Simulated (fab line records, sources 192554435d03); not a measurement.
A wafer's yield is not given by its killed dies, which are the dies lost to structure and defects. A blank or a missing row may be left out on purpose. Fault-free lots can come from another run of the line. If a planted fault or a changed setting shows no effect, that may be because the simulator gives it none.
Lot-split experiment ; flow n5-finfet ; 7 lots, 21 wafers read, on a route of 1938 steps

## ON THE SPLIT
At N5_BEOL_M13_SPUTTER_43 (material TaN, target thk 15 nm, time 24.19 s), the setting power-w was moved away from the recipe's 15000 W on 8 of the 21 wafers read, by -12.9% to +17.4%. All remaining wafers had this setting at the recipe value.

The split's own step is where the reading is taken.

## THE READING
TaN_of_BEOL_M13_SPUTTER_43.thk-nm (the simulator's own value, which no gauge read), in nm, at N5_BEOL_M13_SPUTTER_43 (material TaN, target thk 15 nm, time 24.19 s). There is no usual value for it anywhere in the file. Average 15.1 nm, standard deviation 0.24 nm, over the 13 wafers here run with the recipe.

wafer;tool, chamber at the split;power-w as run, W;against the recipe;TaN_of_BEOL_M13_SPUTTER_43.thk-nm, nm;against lot-mates on the recipe
L075.1;pvd-sputter-02, -;15000;recipe;15;-
L075.4;pvd-sputter-02, -;15000;recipe;15;-
L075.5;pvd-sputter-02, -;15000;recipe;15;-
L077.4;pvd-sputter-01, -;15000;recipe;15.2;-
L077.5;pvd-sputter-01, -;15000;recipe;14.8;-
L077.6;pvd-sputter-01, -;16920;+12.8%;16.8;+1.8
L079.1;pvd-sputter-01, -;15000;recipe;15;-
L079.4;pvd-sputter-01, -;14160;-5.6%;14.4;-0.7
L079.6;pvd-sputter-01, -;15000;recipe;15.2;-
L082.3;pvd-sputter-03, -;15000;recipe;15.8;-
L082.4;pvd-sputter-03, -;16030;+6.9%;16.4;+0.9
L082.5;pvd-sputter-03, -;15000;recipe;15.2;-
L085.3;pvd-sputter-02, -;17610;+17.4%;17.6;+2.6
L085.5;pvd-sputter-02, -;15000;recipe;15;-
L085.6;pvd-sputter-02, -;15000;recipe;15;-
L086.2;pvd-sputter-02, -;13070;-12.9%;12.8;-2.0
L086.6;pvd-sputter-02, -;13070;-12.9%;12.8;-2.0
L086.4;pvd-sputter-02, -;15000;recipe;14.8;-
L092.3;pvd-sputter-03, -;13170;-12.2%;13.4;-1.8
L092.4;pvd-sputter-03, -;13170;-12.2%;13.2;-2.0
L092.5;pvd-sputter-03, -;15000;recipe;15.2;-

THE FIT
A straight line over all 21 wafers: TaN_of_BEOL_M13_SPUTTER_43.thk-nm changes by +0.154 nm for each +1% of power-w; r = +0.98; the points scatter about the line by 0.25 nm.
The same after taking each lot's own level away (the mean of its wafers on the recipe; 21 wafers): +0.15 nm for each +1%; r = +0.99; scatter 0.14 nm.
That fit puts the effect of the largest move of power-w on the reading at 2.6 nm.
Across the lots, their own levels run from 14.80 to 15.50 nm, a range of 2.9 times the standard deviation given above.
Consequently the slope shifts little with the lot-to-lot level, the two slopes agreeing.
Check: +2.58 nm against its lot-mates is what the line predicts for one of the wafers moved furthest among these (+17.4%) when that wafer is left out of the fit. It came out at +2.6 nm against them.

## OTHER SPLITS APPLIED TO THESE WAFERS
Note: prior to the reading, these wafers also went through further splits. Each is held against what the fit with the lots' levels taken away leaves over:
other split on the same wafers;wafers away from the commonest value;r with TaN_of_BEOL_M13_SPUTTER_43.thk-nm (lot level and that fit taken away)
N5_BEOL_M10_VIA_ETCH_34 time-s;10;-0.22
N5_BEOL_M10_TRENCH_ETCH_37 time-s;5;+0.19
N5_BEOL_M11_TRENCH_ETCH_37 time-s;8;-0.37
N5_BEOL_M11_ALD_74 ald-cycles;5;+0.02
N5_BEOL_M12_EXPOSE_07 dose-mj;7;-0.03
N5_BEOL_M12_PEB_08 peb-time-s;5;+0.34

## THE FILE'S OWN FIT
TaN_of_BEOL_M13_SPUTTER_43.thk-nm changes by +0.148 nm for each +1% of power-w, r = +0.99.
